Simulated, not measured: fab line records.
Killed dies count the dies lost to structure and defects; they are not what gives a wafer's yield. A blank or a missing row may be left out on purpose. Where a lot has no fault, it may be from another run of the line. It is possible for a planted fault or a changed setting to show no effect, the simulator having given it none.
Chamber matching :: flow n5Finfet :: N5_HKMG_FIN_CMP_94 on cmp-01: 4 sister chambers
The step polishes, stops on SiNx, t overpolish 4.7 s, target thk 43.299 nm. 4 wafers are shown with their chamber, then 11 later ones without.

== WAFERS WITH THEIR CHAMBER ==
wafer: L089.1
chamber: 2
motorCurrentA (A): 15.6

wafer: L089.3
chamber: 3
motorCurrentA (A): 10.6

wafer: L089.4
chamber: 0
motorCurrentA (A): 13.9

wafer: L090.1
chamber: 1
motorCurrentA (A): 9.9

== WAFERS WITH NO CHAMBER GIVEN ==
wafer: L090.2
motorCurrentA (A): 15.4

wafer: L090.6
motorCurrentA (A): 10.4

wafer: L092.1
motorCurrentA (A): 10.2

wafer: L092.3
motorCurrentA (A): 14.9

wafer: L092.6
motorCurrentA (A): 10.5

wafer: L094.2
motorCurrentA (A): 10.8

wafer: L094.3
motorCurrentA (A): 10.5

wafer: L094.6
motorCurrentA (A): 15.0

wafer: L097.3
motorCurrentA (A): 9.9

wafer: L097.5
motorCurrentA (A): 14.9

wafer: L097.6
motorCurrentA (A): 11.8

== WHICH CHAMBER EACH WENT THROUGH ==
wafer: L090.2
from the rows above: 2
in truth: 2

wafer: L090.6
from the rows above: can't be placed: 3 or 1
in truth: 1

wafer: L092.1
from the rows above: can't be placed: 1 or 3
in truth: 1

wafer: L092.3
from the rows above: can't be placed: 2 or 0
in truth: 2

wafer: L092.6
from the rows above: can't be placed: 3 or 1
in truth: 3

wafer: L094.2
from the rows above: can't be placed: 3 or 1
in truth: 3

wafer: L094.3
from the rows above: can't be placed: 3 or 1
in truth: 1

wafer: L094.6
from the rows above: can't be placed: 2 or 0
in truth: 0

wafer: L097.3
from the rows above: can't be placed: 1 or 3
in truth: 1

wafer: L097.5
from the rows above: can't be placed: 2 or 0
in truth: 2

wafer: L097.6
from the rows above: can't be placed: 3 or 1 or 0
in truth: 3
Correct placement for 1 of the 11. Not placeable from these rows: 10 (in 10, the candidates include the true chamber). Placed wrongly: 0.
How it was worked out, from the rows above alone: a wafer's distance from a chamber is the root of the sum, over the readings, of the square of ((its reading less the chamber's mean) divided by the reading's scatter). The wafer belongs to the nearest chamber; if the next one is less than 2 further off, it can't be placed. The mean given for a chamber averages the wafers shown for that chamber. The scatter: root of mean squared gap, hidden wafer to nearest shown wafer, with one shown wafer a chamber.
